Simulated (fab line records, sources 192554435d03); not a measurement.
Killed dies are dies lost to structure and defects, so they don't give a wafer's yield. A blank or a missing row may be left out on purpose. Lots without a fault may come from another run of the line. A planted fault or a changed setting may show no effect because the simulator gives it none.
A struck lot beside a sound one | flow n5_finfet | 37 steps out of a route of 1938
Sound: wafers L284.1, L284.5, L284.6. Struck: wafers L297.2, L297.3, L297.5. The cause comes at the end.
At each step with rows: each side's tool, then ch and its chambers, then its first start. Under that, the readings that differ: sound wafers | struck wafers | difference of the means | sigmas: that difference in standard deviations of wafers without a fault.
alike: readings whose means differ by less than 2 such deviations, and words and numbers that are the same on both sides. not compared: withheld readings, readings that some wafer has no value for, bounds like >300 that may hide the same value, and numbers for which the record gives no deviation and whose values overlap.
The two part at a step that has a row with sigmas, a row that says differs or no value, or rows on one side only. Numbers that don't overlap but have no deviation are shown without sigmas and don't part them. A reading that every wafer of one side lacks parts them only if that side has two wafers or more.

first, 9 steps without rows for these wafers: N5_BEOL_M4_ANNEAL_95 (time 240 s); N5_BEOL_M4_SPUTTER_96 (material Cu, target thk 4.5 nm, time 8.29 s); N5_BEOL_M4_ECD_50 (material Cu, target thk 300 nm); N5_BEOL_M4_ANNEAL_51 (time 90 s); N5_BEOL_M4_CMP_52 (polishes, stops on SiOC, t overpolish 6.8 s, target thk 40 nm); N5_BEOL_M4_PRE_CLEAN_60 (time 15 s); N5_BEOL_M4_CO_CAP_55 (material Co, precursor CCTBA/H2, target thk 2 nm, time 102.1 s); N5_BEOL_M4_PRE_CLEAN_56 (time 15 s); N5_BEOL_M4_DEP_57 (deposits SiCN from 3MS/NH3, target thk 8 nm, time 14 s).
N5_BEOL_M4_RC_MEAS_101:
  sound on prober-02 ch 0, day 9 07:56; struck on prober-02 ch 0, day 12 10:10
  reading   | sound          | struck         | difference | sigmas
  VT_P (mV) | -240 -245 -239 | -248 -249 -247 | -7         | -2
  alike: DIBL_N, DIBL_P, IOFF_N, IOFF_P, ION_N, ION_P, SS_N, SS_P, VT_N
then, 24 steps without rows for these wafers: N5_BEOL_M5_ILD_DEP_00 (deposits SiCOH lowk from DEMS/porogen, target thk 140.64 nm, time 25.9 s); N5_BEOL_M5_CURE_79 (cures SiCOH lowk, time 240 s); N5_BEOL_M5_PECVD_70 (deposits SiO2 from TEOS/O2, target thk 16 nm, time 18 s); N5_BEOL_M5_HM_DEP_02 (deposits TiN, target thk 20 nm); N5_BEOL_M5_COAT_59 (time 60 s, resist thk 60 nm); N5_BEOL_M5_COAT_60 (time 60 s, resist thk 12 nm); N5_BEOL_M5_COAT_71 (time 60 s, resist thk 5 nm); N5_BEOL_M5_COAT_05 (resist thk 30 nm); N5_BEOL_M5_EBR_07; N5_BEOL_M5_SOFTBAKE_06 (time 60 s); N5_BEOL_M5_EXPOSE_08 (exposes mask M5, target cd 28 nm); N5_BEOL_M5_PEB_09 (peb time 60 s); N5_BEOL_M5_DEVELOP_10 (develop time 30 s); N5_BEOL_M5_DESCUM_16 (chemistry O2, time 7 s); N5_BEOL_M5_ETCH_72 (etches underlayer in N2/H2, target depth 6.5 nm, time 5.2 s); N5_BEOL_M5_ETCH_61 (etches SiARC in CF4, target depth 15.6 nm, time 26 s); N5_BEOL_M5_ETCH_62 (etches SOC in N2/H2, target depth 75 nm, overetch 15 nm, time 112.5 s); N5_BEOL_M5_STRIP_63 (strips in N2/H2); N5_BEOL_M5_STRIP_73 (strips in N2/H2); N5_BEOL_M5_STRIP_64 (strips in CF4); N5_BEOL_M5_HM_OPEN_17 (chemistry Cl2/BCl3, target TiN, target depth 20 nm, overetch 6 nm); N5_BEOL_M5_STRIP_19 (strips in O2); N5_BEOL_M5_COAT_65 (time 60 s, resist thk 60 nm); N5_BEOL_M5_COAT_66 (time 60 s, resist thk 12 nm).
-- the record jumps here: 3 days lie between the struck wafers' starts before and after (it left off in module BEOL_M5 and takes up again in module BEOL_M13, whose first step shown is number 1693 of the route) --
N5_BEOL_M13_ETCH_67: etches SiARC in CF4, target depth 143 nm, time 238.3 s.
  sound on rie_diel-02 ch 0,1,3, day 12 07:40; struck on rie_diel-02 ch 0,1,3, day 15 10:59
  no value came back on the struck wafers for any of 9 readings (bias_w (W), cf4_flow_sccm (sccm) and others); on the sound wafers bias_w (W) reads 35.99 35.98 36.11
  reading                                    | sound           | struck          | difference | sigmas
  model.coat_of_BEOL_M13_COAT_22.thk_nm (nm) | 211 210.6 210.8 | 282.2 282.2 283 | +71.7      |
  not compared: rf_hours_counter_h
N5_BEOL_M13_OCD_MEAS_35:
  sound on ocd-01, day 12 08:13; struck on ocd-01, day 15 11:32
  reading              | sound       | struck | difference                    | sigmas
  trench_depth_nm (nm) | 399 391 412 | - - -  | no value on the struck wafers |
N5_PASSIVATION_PROBE_49:
  the record has rows for the struck wafers here (prober-02, day 17 01:59) and none for the sound ones

WHERE THEY PART
First at N5_BEOL_M4_RC_MEAS_101; last, within this record, at N5_PASSIVATION_PROBE_49.

WHY: what the simulator had put in
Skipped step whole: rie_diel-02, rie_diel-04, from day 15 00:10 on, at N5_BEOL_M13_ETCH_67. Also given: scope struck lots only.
